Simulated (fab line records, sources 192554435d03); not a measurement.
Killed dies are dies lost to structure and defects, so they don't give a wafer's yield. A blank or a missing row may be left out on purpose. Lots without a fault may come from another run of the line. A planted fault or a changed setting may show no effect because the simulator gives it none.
fab line records | flow n5_finfet
record lots=23 wafers=69 last_day=18
route steps=1938 shown BEOL_M7@1266
lots that met no fault: from a run of the same line without faults
start_h: hours from the record's first day to the start of the lot's first wafer shown | wait_h: hours since the lot's step before | " the same as in the row above | L1.1+2: a row that stands for several wafers | - no value, or no start given | * or withheld: withheld | < > ~ a bound
route shown NAME@n: a module of which the file shows steps, and the number in the route of the first | usual: mean/standard deviation of fault-free wafers | same: alike in all rows | chamber/n: place in a boat | sites: the reading at each site | _std_site: their standard deviation | _edge_site: outer sites' mean less inner sites' | radius_mm: how far each site lies from the wafer's centre | mask NAME#n: copy n | behind: the tool/chamber that last shaped the wafer | hold: why the lot was held/for how many hours/how that ended | device: the transistor (n, p or np) that didn't switch | end of line: the same wafers' tests at the end of the route | a step without rows: its recipe alone | killed: dies lost to structure and defects at the first sort, not the wafer's yield | map: a wafer's dies, x killed, . not, _ none there
set.NAME: the setting as run; set.NAME@STEP: as run at that earlier step | model.NAME: the simulator's own value behind a step, which no gauge read
steps of the route over a sample of lots; a table a step, a row a wafer
services: from which hour (start_h, from the record's first day; less than 0 if before it) a tool's chamber was out of use, for how many hours, and why
## steps
# step N5_BEOL_M7_PECVD_70
# recipe material=SiO2 target_thk_a=200 temp_c=400 precursor=TEOS/O2 pressure_torr=5.5 rf_w=450 teos_flow_sccm=53.8 gas=O2 flow_sccm=3000 time_s=22.7
# usual heater_power_outer_w=479/77 heater_power_w=764/84 showerhead_plenum_p_Torr=8.82/0.055 susceptor_temp_C=400.01/0.23 throttle_valve_pct=21.4/0.7
# columns lot.wafer tool chamber start_h wait_h heater_power_outer_w heater_power_w showerhead_plenum_p_Torr susceptor_temp_C throttle_valve_pct
L074.3 pecvd-02 2 184.39 0.0 520 812 8.77 400.04 21.5
L074.4 " 1 " " 497 757 8.81 400.38 21.3
L074.5 " 0 " " 360 691 8.78 400.01 21.8
L075.2 pecvd-01 1 192.44 0.0 580 837 8.80 400.69 22.0
L075.5 " 0 " " 510 820 8.86 399.87 21.7
L075.6 " 2 " " 467 774 8.90 400.02 20.0
L080.3 pecvd-04 0 230.19 0.1 578 860 8.75 399.65 21.3
L080.4 " 1 " " 385 612 8.80 400.32 21.9
L080.5 " 0 " " 576 902 8.75 399.95 21.5
L077.3 pecvd-02 0 230.74 0.0 300 598 8.77 400.12 21.9
L077.5 " 2 " " 533 860 8.80 400.23 21.6
L077.6 " 0 " " 293 596 8.77 399.72 21.8
L078.1 pecvd-01 1 230.77 0.0 606 870 8.83 400.41 22.2
L078.2 " 0 " " 514 787 8.86 399.93 21.5
L078.5 " 0 " " 506 778 8.89 400.36 21.6
L079.3 pecvd-02 2 232.48 0.0 540 846 8.80 399.71 21.6
L079.4 " 0 " " 309 609 8.77 400.01 21.8
L079.6 " 2 " " 541 850 8.80 399.42 21.6
L082.2 pecvd-01 2 232.68 0.0 352 615 8.90 400.03 19.9
L082.3 " 1 " " 570 819 8.83 400.11 22.1
L082.6 " 1 " " 564 833 8.83 399.67 22.3
L083.2 pecvd-01 2 238.02 0.0 451 742 8.91 400.05 20.0
L083.5 " 1 " " 559 805 8.84 399.93 22.2
L083.6 " 0 " " 506 802 8.86 400.03 21.6
L081.1 pecvd-04 2 243.86 0.0 468 768 8.77 399.90 20.6
L081.5 " 2 " " 474 786 8.74 399.52 20.1
L081.6 " 1 " " 455 689 8.79 399.92 22.1
L084.1 pecvd-01 2 258.87 0.0 459 759 8.92 399.77 20.2
L084.3 " 0 " " 478 738 8.86 399.68 21.8
L084.4 " 1 " " 564 819 8.80 400.12 21.9
L085.1 pecvd-02 1 264.96 0.0 499 759 8.80 400.02 21.2
L085.4 " 2 " " 521 825 8.80 399.37 21.7
L085.6 " 1 " " 492 755 8.80 399.89 21.3
L086.1 pecvd-01 1 274.60 0.0 617 888 8.81 399.84 22.0
L086.3 " 2 " " 392 702 8.95 399.95 20.2
L086.5 " 1 " " 614 890 8.81 400.09 21.9
L088.1 pecvd-04 2 279.26 0.0 458 765 8.75 400.15 20.4
L088.3 " 0 " " 599 950 8.77 400.10 21.5
L088.4 " 1 " " 450 672 8.79 400.14 21.8
L087.1 pecvd-04 2 283.85 0.0 481 787 8.75 400.00 20.4
L087.4 " 1 " " 456 692 8.79 399.85 21.8
L087.5 " 0 " " 543 836 8.73 399.76 21.1
L089.1 pecvd-01 0 299.50 0.0 461 734 8.86 399.73 21.8
L089.4 " 0 " " 452 736 8.87 400.07 21.9
L089.5 " 1 " " 580 832 8.84 400.31 22.2
L090.1 pecvd-02 2 302.29 0.0 516 834 8.78 400.21 21.9
L090.2 " 0 " " 375 687 8.77 400.33 21.9
L090.5 " 0 " " 371 681 8.78 399.93 21.7
L091.2 pecvd-01 2 303.13 0.0 420 730 8.92 400.05 20.4
L091.3 " 1 " " 582 879 8.81 400.13 22.3
L091.6 " 0 " " 446 707 8.88 400.08 21.7
L092.2 pecvd-02 1 304.23 0.0 444 691 8.79 400.04 21.3
L092.3 " 2 " " 530 841 8.79 400.23 21.7
L092.4 " 0 " " 306 621 8.78 400.57 22.0
L093.1 pecvd-04 0 308.80 0.0 541 857 8.76 399.85 21.3
L093.3 " 0 " " 544 833 8.77 400.13 21.5
L093.6 " 0 " " 541 840 8.75 400.31 21.3
L094.2 pecvd-01 1 321.71 0.0 525 815 8.80 400.06 22.6
L094.3 " 2 " " 406 690 8.91 399.78 20.1
L094.5 " 2 " " 407 694 8.92 399.80 20.2
L095.1 pecvd-01 1 329.67 0.0 561 827 8.83 400.22 22.1
L095.3 " 0 " " 478 735 8.86 400.25 21.9
L095.4 " 2 " " 393 685 8.90 400.02 20.5
L096.1 pecvd-01 0 335.61 0.1 517 824 8.86 399.97 22.0
L096.3 " 2 " " 434 775 8.91 399.47 20.4
L096.5 " 0 " " 503 831 8.88 400.24 21.9
L097.1 pecvd-01 1 336.43 0.0 620 902 8.83 400.13 22.5
L097.3 " 0 " " 410 680 8.87 400.08 22.0
L097.5 " 1 " " 620 887 8.82 400.33 22.0
# step N5_BEOL_M7_ETCH_65
# recipe chemistry=CF4 target=SiARC target_depth_a=156 mask_material=CAR-EUV time_s=26 ion_energy_ev=80 pressure_mtorr=40 source_w=545 bias_w=36 Ar_flow_sccm=100 cf4_flow_sccm=100 ends=cleared
# usual drypump_motor_current_A=5.9/0.39 etch_rf_on_time_s=26.2/0.57 oes_product_au=0.64/0.058 rf_vpp_V=184.1/1.1 showerhead_plenum_p_Torr=2.15/0.074 throttle_valve_pct=15.64/0.2
# columns lot.wafer tool chamber start_h wait_h drypump_motor_current_A etch_rf_on_time_s oes_product_au rf_hours_counter_h rf_vpp_V showerhead_plenum_p_Torr throttle_valve_pct
L074.3 rie_diel-06 0 188.51 0.0 4.9 27.8 0.58 251 183.0 2.03 16.20
L074.4 " 3 " " 6.3 26.0 0.69 90 184.2 2.18 15.63
L074.5 " 1 " " 5.8 25.8 0.73 - 183.6 2.19 15.56
L075.2 rie_diel-06 0 197.68 0.0 4.9 27.4 0.57 253 180.0 2.03 16.23
L075.5 " 0 " " 5.0 27.4 0.57 - 183.1 2.03 16.21
L075.6 " 1 " " 5.9 25.5 0.73 - 184.5 2.19 15.54
L080.3 rie_diel-01 2 234.79 0.0 6.4 26.0 0.62 188 182.8 2.05 15.52
L080.4 " 0 " " 5.4 25.9 0.69 87 185.3 2.26 15.72
L080.5 " 2 " " 6.3 26.3 0.61 - 183.6 2.05 15.54
L077.3 rie_diel-06 3 236.27 0.0 6.3 26.1 0.67 105 184.9 2.17 15.68
L077.5 " 1 " " 5.8 25.8 0.71 - 185.0 2.18 15.58
L077.6 " 3 " " 6.3 26.3 0.66 - 184.9 2.17 15.67
L078.1 rie_diel-05 1 236.59 0.0 6.1 26.4 0.59 236 183.3 2.04 15.49
L078.2 " 0 " " 5.5 26.6 0.62 153 182.1 2.06 15.84
L078.5 " 3 " " 5.8 26.9 0.60 - 185.0 2.22 15.89
L079.3 rie_diel-01 0 236.98 0.0 5.5 25.9 0.69 88 185.6 2.26 15.74
L079.4 " 3 " " 5.7 26.4 0.60 214 186.3 2.20 15.61
L079.6 " 2 " " 6.4 26.3 0.61 - 181.7 2.05 15.53
L082.2 rie_diel-05 1 237.03 0.0 6.1 26.4 0.59 237 181.7 2.04 15.50
L082.3 " 3 " " 5.8 26.5 0.60 205 184.9 2.22 15.87
L082.6 " 3 " " 5.8 26.6 0.61 - 184.6 2.22 15.88
L083.2 rie_diel-06 1 240.19 0.0 5.8 26.0 0.70 66 183.1 2.18 15.61
L083.5 " 2 " " 6.4 27.1 0.59 - 184.0 2.13 15.60
L083.6 " 1 " " 5.8 25.8 0.70 - 185.6 2.18 15.59
L081.1 rie_diel-06 3 247.08 0.0 6.3 25.5 0.67 109 184.6 2.17 15.69
L081.5 " 2 " " 6.3 26.7 0.59 - 183.6 2.12 15.62
L081.6 " 1 " " 5.8 26.0 0.70 - 183.8 2.18 15.60
L084.1 rie_diel-01 3 265.04 0.0 5.7 26.3 0.60 223 185.1 2.20 15.63
L084.3 " 0 " " 5.5 25.6 0.68 96 186.0 2.26 15.76
L084.4 " 2 " " 6.3 26.0 0.61 199 182.9 2.04 15.54
L085.1 rie_diel-06 2 270.44 0.0 6.4 27.1 0.59 221 183.6 2.12 15.63
L085.4 " 3 " " 6.3 26.0 0.66 116 183.5 2.17 15.68
L085.6 " 1 " " 5.9 26.2 0.69 - 185.4 2.18 15.59
L086.1 rie_diel-05 3 279.32 0.0 5.8 26.5 0.59 217 184.9 2.22 15.89
L086.3 " 2 " " 5.6 25.8 0.80 11 184.7 2.18 15.37
L086.5 " 2 " " 5.6 25.9 0.80 - 185.3 2.18 15.35
L088.1 rie_diel-06 2 282.52 0.0 6.4 27.3 0.58 224 183.4 2.12 15.63
L088.3 " 1 " " 5.9 26.0 0.69 78 185.0 2.18 15.61
L088.4 " 3 " " 6.3 26.4 0.64 120 183.0 2.17 15.69
L087.1 rie_diel-05 3 289.56 0.0 5.8 26.6 0.59 221 185.0 2.22 15.90
L087.4 " 0 " " 5.5 26.5 0.61 - 182.7 2.05 15.88
L087.5 " 3 " " 5.8 26.3 0.60 - 185.0 2.22 15.92
L089.1 rie_diel-01 2 301.51 0.0 6.3 26.1 0.61 209 183.8 2.04 15.59
L089.4 " 1 " " 6.3 25.1 0.65 188 185.2 2.21 15.30
L089.5 " 3 " " 5.7 26.7 0.59 - 184.1 2.20 15.64
L090.1 rie_diel-05 3 305.21 0.0 5.8 26.6 0.59 228 185.3 2.21 15.92
L090.2 " 2 " " 5.6 25.9 0.78 21 183.2 2.17 15.36
L090.5 " 3 " " 5.7 26.7 0.59 - 184.5 2.22 15.92
L091.2 rie_diel-05 0 309.22 0.0 5.6 26.5 0.61 180 183.6 2.05 15.91
L091.3 " 2 " " 5.6 25.7 0.78 23 184.9 2.17 15.38
L091.6 " 3 " " 5.8 26.7 0.58 - 184.6 2.21 15.92
L092.2 rie_diel-01 3 309.27 0.0 5.7 26.3 0.59 236 186.3 2.20 15.64
L092.3 " 2 " " 6.4 26.5 0.59 212 183.6 2.04 15.59
L092.4 " 1 " " 6.3 25.3 0.65 191 184.1 2.21 15.30
L093.1 rie_diel-06 3 313.62 0.0 6.3 26.0 0.65 129 185.4 2.16 15.74
L093.3 " 0 " " 4.9 25.8 0.77 19 184.1 2.28 15.73
L093.6 " 2 " " 6.3 26.9 0.58 - 184.1 2.12 15.67
L094.2 rie_diel-01 3 326.82 0.0 5.7 26.4 0.58 241 184.5 2.20 15.66
L094.3 " 2 " " 6.4 26.1 0.60 217 183.9 2.04 15.58
L094.5 " 2 " " 6.4 26.3 0.60 - 183.0 2.04 15.58
L095.1 rie_diel-01 0 332.37 0.0 5.5 25.8 0.67 117 185.7 2.25 15.79
L095.3 " 1 " " 6.3 25.1 0.64 198 184.6 2.20 15.31
L095.4 " 3 " " 5.7 26.5 0.59 243 184.3 2.19 15.64
L096.1 rie_diel-01 1 341.15 0.0 6.3 25.4 0.63 202 184.3 2.20 15.31
L096.3 " 0 " " 5.5 25.6 0.67 121 185.9 2.25 15.79
L096.5 " 0 " " 5.5 25.6 0.67 - 184.8 2.25 15.80
L097.1 rie_diel-01 1 341.66 0.0 6.3 25.4 0.64 203 184.0 2.20 15.32
L097.3 " 2 " " 6.3 26.1 0.61 223 183.8 2.03 15.60
L097.5 " 2 " " 6.3 26.4 0.59 - 183.7 2.03 15.61
# step N5_BEOL_M7_STRIP_80
# recipe chemistry=N2/H2 time_s=10 power_w=450 temp_c=40 pressure_mtorr=20 rf_frequency_hz=6e+07 bias_power_w=7 n2_flow_sccm=200 h2_flow_sccm=200
# usual drypump_motor_current_A=5.9/0.39 oes_product_au=0.75/0.069 rf_vpp_V=59.1/0.83 showerhead_plenum_p_Torr=2.55/0.093 throttle_valve_pct=23.6/0.32
# columns lot.wafer tool chamber start_h wait_h drypump_motor_current_A oes_product_au rf_hours_counter_h rf_vpp_V showerhead_plenum_p_Torr throttle_valve_pct
L074.3 rie_diel-06 0 - - 4.9 0.69 252 59.4 2.37 24.0
L074.4 " 3 " " 6.3 0.81 90 58.9 2.58 24.0
L074.5 " 1 " " 5.9 0.86 - 58.5 2.59 23.6
L075.2 rie_diel-06 0 - - 4.9 0.70 253 57.6 2.37 24.0
L075.5 " 0 " " 4.9 0.69 - 59.1 2.37 24.0
L075.6 " 1 " " 5.9 0.85 - 59.2 2.59 23.6
L080.3 rie_diel-01 2 - - 6.4 0.72 189 59.1 2.42 23.4
L080.4 " 0 " " 5.5 0.79 88 59.8 2.68 23.7
L080.5 " 2 " " 6.3 0.71 - 59.6 2.43 23.4
L077.3 rie_diel-06 3 - - 6.3 0.78 105 58.7 2.57 24.0
L077.5 " 1 " " 5.8 0.82 - 58.8 2.59 23.6
L077.6 " 3 " " 6.3 0.79 - 59.3 2.57 24.0
L078.1 rie_diel-05 1 - - 6.1 0.69 237 57.3 2.40 23.1
L078.2 " 0 " " 5.5 0.74 153 59.5 2.43 24.0
L078.5 " 3 " " 5.8 0.71 - 58.8 2.63 23.9
L079.3 rie_diel-01 0 - - 5.5 0.80 88 57.9 2.68 23.7
L079.4 " 3 " " 5.8 0.71 214 59.6 2.62 23.7
L079.6 " 2 " " 6.4 0.73 - 58.9 2.42 23.4
L082.2 rie_diel-05 1 - - 6.1 0.70 237 58.4 2.40 23.1
L082.3 " 3 " " 5.7 0.71 205 58.7 2.63 23.8
L082.6 " 3 " " 5.8 0.70 - 59.2 2.63 23.9
L083.2 rie_diel-06 1 - - 5.8 0.81 66 60.2 2.58 23.7
L083.5 " 2 " " 6.3 0.70 - 59.3 2.50 23.5
L083.6 " 1 " " 5.9 0.82 - 59.1 2.58 23.7
L081.1 rie_diel-06 3 - - 6.3 0.77 109 59.7 2.57 24.0
L081.5 " 2 " " 6.4 0.71 - 59.4 2.49 23.5
L081.6 " 1 " " 5.8 0.81 - 59.2 2.58 23.7
L084.1 rie_diel-01 3 - - 5.7 0.71 223 58.2 2.62 23.7
L084.3 " 0 " " 5.5 0.79 96 60.3 2.68 23.7
L084.4 " 2 " " 6.4 0.71 199 58.5 2.42 23.4
L085.1 rie_diel-06 2 - - 6.4 0.70 221 58.3 2.49 23.5
L085.4 " 3 " " 6.3 0.77 116 59.8 2.57 24.0
L085.6 " 1 " " 5.8 0.82 - 60.7 2.58 23.7
L086.1 rie_diel-05 3 - - 5.8 0.70 217 61.1 2.62 23.9
L086.3 " 2 " " 5.6 0.96 11 59.2 2.59 23.5
L086.5 " 2 " " 5.6 0.95 - 58.7 2.59 23.5
L088.1 rie_diel-06 2 - - 6.3 0.69 224 58.5 2.49 23.5
L088.3 " 1 " " 5.9 0.79 78 57.7 2.58 23.7
L088.4 " 3 " " 6.3 0.76 120 59.0 2.57 24.0
L087.1 rie_diel-05 3 - - 5.8 0.69 222 59.5 2.62 23.9
L087.4 " 0 " " 5.6 0.73 - 58.4 2.42 24.0
L087.5 " 3 " " 5.8 0.69 - 59.7 2.62 23.9
L089.1 rie_diel-01 2 - - 6.4 0.70 209 59.5 2.42 23.4
L089.4 " 1 " " 6.3 0.75 188 57.6 2.63 23.0
L089.5 " 3 " " 5.7 0.70 - 57.9 2.61 23.7
L090.1 rie_diel-05 3 - - 5.8 0.69 229 60.4 2.62 23.9
L090.2 " 2 " " 5.6 0.93 21 59.0 2.59 23.5
L090.5 " 3 " " 5.7 0.69 - 59.5 2.62 23.9
L091.2 rie_diel-05 0 - - 5.6 0.72 180 60.1 2.42 24.0
L091.3 " 2 " " 5.6 0.93 23 60.5 2.59 23.5
L091.6 " 3 " " 5.8 0.70 - 59.6 2.62 23.9
L092.2 rie_diel-01 3 - - 5.7 0.70 236 59.7 2.61 23.7
L092.3 " 2 " " 6.4 0.71 212 58.7 2.42 23.4
L092.4 " 1 " " 6.3 0.75 191 60.1 2.62 23.0
L093.1 rie_diel-06 3 - - 6.3 0.75 129 59.9 2.56 24.0
L093.3 " 0 " " 4.9 0.93 19 58.7 2.68 23.6
L093.6 " 2 " " 6.3 0.68 - 59.0 2.49 23.5
L094.2 rie_diel-01 3 - - 5.7 0.69 241 60.2 2.61 23.7
L094.3 " 2 " " 6.4 0.70 217 58.7 2.41 23.4
L094.5 " 2 " " 6.5 0.70 - 59.9 2.41 23.4
L095.1 rie_diel-01 0 - - 5.5 0.77 117 60.5 2.67 23.7
L095.3 " 1 " " 6.3 0.75 198 59.1 2.62 23.0
L095.4 " 3 " " 5.7 0.69 243 59.6 2.61 23.7
L096.1 rie_diel-01 1 - - 6.3 0.74 202 59.6 2.62 23.0
L096.3 " 0 " " 5.5 0.77 122 58.3 2.66 23.8
L096.5 " 0 " " 5.5 0.77 - 60.4 2.66 23.7
L097.1 rie_diel-01 1 - - 6.3 0.74 203 59.0 2.62 23.0
L097.3 " 2 " " 6.4 0.69 223 59.7 2.41 23.4
L097.5 " 2 " " 6.4 0.69 - 59.4 2.41 23.4
# step N5_BEOL_M7_DEGAS_44
# recipe ambient=vacuum temp_c=250 time_s=60
# usual heater_power_w=331/23 susceptor_temp_C=250.00/0.17
# columns lot.wafer tool chamber start_h wait_h heater_power_w susceptor_temp_C
L074.3 pvd_sputter-03 - 189.69 0.4 312 249.94
L074.4 " - " " 330 249.84
L074.5 " - " " 328 249.95
L075.2 pvd_sputter-01 - 198.72 0.3 365 249.57
L075.5 " - " " 338 250.17
L075.6 " - " " 286 250.33
L080.3 pvd_sputter-01 - 235.71 0.2 296 250.17
L080.4 " - " " 345 250.02
L080.5 " - " " 356 250.36
L077.3 pvd_sputter-02 - 237.17 0.2 343 249.99
L077.5 " - " " 340 250.13
L077.6 " - " " 298 249.99
L078.1 pvd_sputter-02 - 237.93 0.7 339 249.91
L078.2 " - " " 344 250.28
L078.5 " - " " 334 250.01
L079.3 pvd_sputter-02 - 238.01 0.3 305 249.96
L079.4 " - " " 344 249.88
L079.6 " - " " 307 250.08
L082.2 pvd_sputter-03 - 238.04 0.3 313 249.99
L082.3 " - " " 326 250.17
L082.6 " - " " 312 249.86
L083.2 pvd_sputter-03 - 241.98 1.1 329 250.11
L083.5 " - " " 326 249.99
L083.6 " - " " 356 250.07
L081.1 pvd_sputter-02 - 248.43 0.7 343 250.03
L081.5 " - " " 344 249.82
L081.6 " - " " 340 250.35
L084.1 pvd_sputter-03 - 266.24 0.5 367 249.71
L084.3 " - " " 322 250.11
L084.4 " - " " 325 249.98
L085.1 pvd_sputter-01 - 271.64 0.5 342 250.24
L085.4 " - " " 366 250.29
L085.6 " - " " 287 250.00
L086.1 pvd_sputter-03 - 280.22 0.3 361 250.09
L086.3 " - " " 352 249.82
L086.5 " - " " 321 250.16
L088.1 pvd_sputter-03 - 284.60 1.5 331 249.99
L088.3 " - " " 363 250.16
L088.4 " - " " 320 249.88
L087.1 pvd_sputter-02 - 290.76 0.6 305 249.90
L087.4 " - " " 343 249.79
L087.5 " - " " 346 250.18
L089.1 pvd_sputter-02 - 302.49 0.3 354 249.90
L089.4 " - " " 308 250.15
L089.5 " - " " 350 249.88
L090.1 pvd_sputter-03 - 306.40 0.5 351 250.29
L090.2 " - " " 317 250.02
L090.5 " - " " 320 250.19
L091.2 pvd_sputter-01 - 310.19 0.3 373 249.83
L091.3 " - " " 344 249.98
L091.6 " - " " 279 249.93
L092.2 pvd_sputter-03 - 310.20 0.3 357 249.88
L092.3 " - " " 350 250.17
L092.4 " - " " 311 249.95
L093.1 pvd_sputter-02 - 314.52 0.3 338 250.10
L093.3 " - " " 339 249.85
L093.6 " - " " 341 249.54
L094.2 pvd_sputter-02 - 327.95 0.5 344 249.85
L094.3 " - " " 337 249.82
L094.5 " - " " 340 250.09
L095.1 pvd_sputter-02 - 333.31 0.3 340 249.96
L095.3 " - " " 339 250.07
L095.4 " - " " 337 250.14
L096.1 pvd_sputter-01 - 342.20 0.4 360 250.02
L096.3 " - " " 298 249.99
L096.5 " - " " 358 249.87
L097.1 pvd_sputter-03 - 342.60 0.3 357 249.95
L097.3 " - " " 350 249.98
L097.5 " - " " 325 249.93
# step N5_BEOL_M7_SPUTTER_48
# recipe material=Cu target_thk_a=100 temp_c=-20 bias_v=60 power_w=26000 chamber_pressure_pa=0.13 time_s=1.667
# usual cathode_dc_power_W=26000/4.6 chamber_pressure_pa=0.12998/0.00026 susceptor_temp_C=-19.99/0.1 throttle_valve_pct=30.1/1.2
# columns lot.wafer tool chamber start_h wait_h cathode_dc_power_W chamber_pressure_pa susceptor_temp_C throttle_valve_pct
L074.3 pvd_sputter-02 - 190.35 0.1 25996 0.12979 -19.91 29.8
L074.4 " - " " 26010 0.12988 -20.01 29.2
L074.5 " - " " 26008 0.12981 -19.92 29.9
L075.2 pvd_sputter-01 - 199.30 0.1 25992 0.12959 -20.01 30.1
L075.5 " - " " 26002 0.12942 -19.94 31.5
L075.6 " - " " 26003 0.12951 -19.84 28.1
L080.3 pvd_sputter-02 - 236.68 0.3 25995 0.12975 -19.98 32.4
L080.4 " - " " 26003 0.12943 -20.18 29.9
L080.5 " - " " 26005 0.12983 -20.02 30.3
L077.3 pvd_sputter-02 - 238.09 0.1 26002 0.13039 -20.06 29.1
L077.5 " - " " 25995 0.13029 -20.15 30.5
L077.6 " - " " 25999 0.13057 -20.09 28.9
L078.1 pvd_sputter-02 - 238.69 0.2 26006 0.12991 -20.00 29.6
L078.2 " - " " 25998 0.12977 -20.02 32.2
L078.5 " - " " 26003 0.13023 -19.95 29.4
L079.3 pvd_sputter-01 - 239.22 0.6 25992 0.13026 -19.95 30.4
L079.4 " - " " 25999 0.13003 -19.88 31.5
L079.6 " - " " 26002 0.12964 -19.97 28.0
L082.2 pvd_sputter-01 - 239.30 0.5 26000 0.12983 -19.92 30.2
L082.3 " - " " 25995 0.12986 -19.92 30.1
L082.6 " - " " 26000 0.13008 -20.09 30.1
L083.2 pvd_sputter-01 - 242.76 0.1 25995 0.12999 -19.94 28.0
L083.5 " - " " 26002 0.13016 -19.87 30.6
L083.6 " - " " 26003 0.12991 -19.88 29.9
L081.1 pvd_sputter-02 - 249.21 0.1 26004 0.13025 -20.04 29.9
L081.5 " - " " 26005 0.1296 -19.80 29.4
L081.6 " - " " 25998 0.12983 -19.92 32.5
L084.1 pvd_sputter-02 - 268.61 1.5 25999 0.13006 -20.11 30.3
L084.3 " - " " 25998 0.13003 -19.93 29.4
L084.4 " - " " 26001 0.13021 -19.95 32.2
L085.1 pvd_sputter-01 - 272.84 0.2 26003 0.12974 -19.96 30.1
L085.4 " - " " 25997 0.12962 -20.12 28.3
L085.6 " - " " 25995 0.12977 -20.08 31.6
L086.1 pvd_sputter-03 - 280.80 0.1 25993 0.13004 -20.15 29.1
L086.3 " - " " 26001 0.13007 -19.96 28.8
L086.5 " - " " 25998 0.12987 -20.05 30.9
L088.1 pvd_sputter-01 - 285.43 0.1 26007 0.13053 -20.03 31.5
L088.3 " - " " 26009 0.1296 -19.99 30.2
L088.4 " - " " 26005 0.12999 -19.99 30.3
L087.1 pvd_sputter-02 - 291.78 0.1 25991 0.12992 -20.18 30.2
L087.4 " - " " 25999 0.13026 -19.81 29.9
L087.5 " - " " 26007 0.12979 -20.11 30.3
L089.1 pvd_sputter-01 - 304.07 1.0 26010 0.12991 -20.08 31.5
L089.4 " - " " 26001 0.13015 -19.98 30.2
L089.5 " - " " 26004 0.13007 -20.06 31.5
L090.1 pvd_sputter-03 - 307.34 0.1 26000 0.13011 -20.00 31.1
L090.2 " - " " 26005 0.13011 -19.86 29.1
L090.5 " - " " 25993 0.13017 -19.81 29.0
L091.2 pvd_sputter-01 - 311.33 0.2 25997 0.12997 -20.00 30.2
L091.3 " - " " 26009 0.1302 -19.98 31.5
L091.6 " - " " 25995 0.12967 -20.00 31.5
L092.2 pvd_sputter-01 - 311.41 0.2 26003 0.13027 -19.97 28.1
L092.3 " - " " 26003 0.13009 -20.04 30.1
L092.4 " - " " 25993 0.12977 -20.04 30.0
L093.1 pvd_sputter-01 - 316.80 1.7 25998 0.13017 -19.78 30.2
L093.3 " - " " 25997 0.13026 -20.02 28.1
L093.6 " - " " 26010 0.13009 -20.03 28.5
L094.2 pvd_sputter-03 - 328.63 0.2 25995 0.13021 -20.06 29.3
L094.3 " - " " 25996 0.12999 -19.96 29.0
L094.5 " - " " 26001 0.13053 -19.79 29.4
L095.1 pvd_sputter-02 - 333.92 0.1 26000 0.12969 -20.08 29.2
L095.3 " - " " 25995 0.13007 -19.92 30.5
L095.4 " - " " 26001 0.12965 -20.10 29.2
L096.1 pvd_sputter-02 - 342.99 0.1 25999 0.13033 -19.90 29.1
L096.3 " - " " 25997 0.13012 -20.01 32.3
L096.5 " - " " 26004 0.12965 -20.04 30.2
L097.1 pvd_sputter-02 - 344.99 1.5 26007 0.13037 -20.15 29.9
L097.3 " - " " 25991 0.13019 -20.09 32.7
L097.5 " - " " 25996 0.13037 -20.10 29.3
# step N5_BEOL_M7_ANNEAL_51
# recipe temp_c=225 time_s=90 ambient=N2
# usual wafer_temp_C_max=226.2/0.4
# columns lot.wafer tool chamber start_h wait_h wafer_temp_C_max
L074.3 rtp_anneal-01 0 191.29 0.8 225.8
L074.4 " 0 " " 225.8
L074.5 " 0 " " 225.8
L075.2 rtp_anneal-01 0 199.74 0.3 226.2
L075.5 " 0 " " 225.8
L075.6 " 0 " " 225.8
L080.3 rtp_anneal-02 0 238.24 1.4 226.1
L080.4 " 0 " " 226.5
L080.5 " 0 " " 226.7
L078.1 rtp_anneal-02 0 238.99 0.2 226.1
L078.2 " 0 " " 226.7
L078.5 " 0 " " 226.4
L077.3 rtp_anneal-01 0 239.11 0.9 226.2
L077.5 " 0 " " 226.4
L077.6 " 0 " " 225.9
L079.3 rtp_anneal-02 0 239.52 0.1 227.2
L079.4 " 0 " " 226.8
L079.6 " 0 " " 226.0
L082.2 rtp_anneal-01 0 239.60 0.2 225.7
L082.3 " 0 " " 225.9
L082.6 " 0 " " 225.8
L083.2 rtp_anneal-02 0 243.23 0.3 226.3
L083.5 " 0 " " 226.5
L083.6 " 0 " " 226.5
L081.1 rtp_anneal-01 0 249.49 0.1 226.1
L081.5 " 0 " " 226.6
L081.6 " 0 " " 226.2
L084.1 rtp_anneal-02 0 268.82 0.1 226.0
L084.3 " 0 " " 226.3
L084.4 " 0 " " 226.4
L085.1 rtp_anneal-02 0 273.71 0.7 226.8
L085.4 " 0 " " 226.4
L085.6 " 0 " " 226.5
L086.1 rtp_anneal-02 0 281.01 0.1 226.8
L086.3 " 0 " " 225.9
L086.5 " 0 " " 226.3
L088.1 rtp_anneal-01 0 285.64 0.1 226.0
L088.3 " 0 " " 226.3
L088.4 " 0 " " 226.2
L087.1 rtp_anneal-01 0 292.08 0.2 225.7
L087.4 " 0 " " 225.6
L087.5 " 0 " " 225.7
L089.1 rtp_anneal-02 0 304.46 0.2 226.5
L089.4 " 0 " " 226.0
L089.5 " 0 " " 226.6
L090.1 rtp_anneal-02 0 307.70 0.2 226.0
L090.2 " 0 " " 226.3
L090.5 " 0 " " 226.3
L091.2 rtp_anneal-02 0 311.99 0.5 226.9
L091.3 " 0 " " 226.5
L091.6 " 0 " " 226.2
L092.2 rtp_anneal-01 0 312.36 0.8 225.6
L092.3 " 0 " " 225.6
L092.4 " 0 " " 225.9
L093.1 rtp_anneal-01 0 317.09 0.2 225.8
L093.3 " 0 " " 225.8
L093.6 " 0 " " 225.7
L094.2 rtp_anneal-02 0 329.21 0.4 226.3
L094.3 " 0 " " 226.2
L094.5 " 0 " " 227.0
L095.1 rtp_anneal-01 0 334.18 0.1 225.9
L095.3 " 0 " " 225.4
L095.4 " 0 " " 225.8
L096.1 rtp_anneal-02 0 343.27 0.1 226.2
L096.3 " 0 " " 226.3
L096.5 " 0 " " 226.6
L097.1 rtp_anneal-02 0 345.26 0.1 226.9
L097.3 " 0 " " 226.7
L097.5 " 0 " " 226.9
## services
# columns tool chamber start_h hours kind
rie_diel-06 2 201.30 23.7 repair
rie_diel-06 3 202.27 7.3 repair
rie_diel-01 - 211.73 3.2 repair
rie_diel-05 2 220.81 - clean
rie_diel-05 2 220.81 - consumable_replace:focus_ring
rie_diel-06 0 226.90 - clean
rie_diel-06 0 226.90 - consumable_replace:focus_ring
rie_diel-06 0 226.90 - consumable_replace:showerhead
rie_diel-06 0 226.90 20.7 scheduled_down
rie_diel-06 0 226.90 20.7 vent_cycle
pvd_sputter-01 - 231.67 2.2 repair
pvd_sputter-01 - 236.50 2.7 repair
rie_diel-01 - 243.61 0.2 repair
pecvd-01 - 262.81 2.8 pm
pecvd-02 - 265.94 6.0 pm
rie_diel-06 0 271.64 2.8 repair
pecvd-02 - 289.68 2.4 repair
rie_diel-05 2 296.80 2.9 repair
pecvd-04 1 297.75 48.4 repair
rie_diel-06 3 316.56 4.0 repair
rie_diel-06 - 325.45 14.6 pm
pecvd-04 2 333.04 2.6 repair
rie_diel-01 - 336.07 0.2 repair
pvd_sputter-01 - 339.12 1.2 repair
## key
fault none
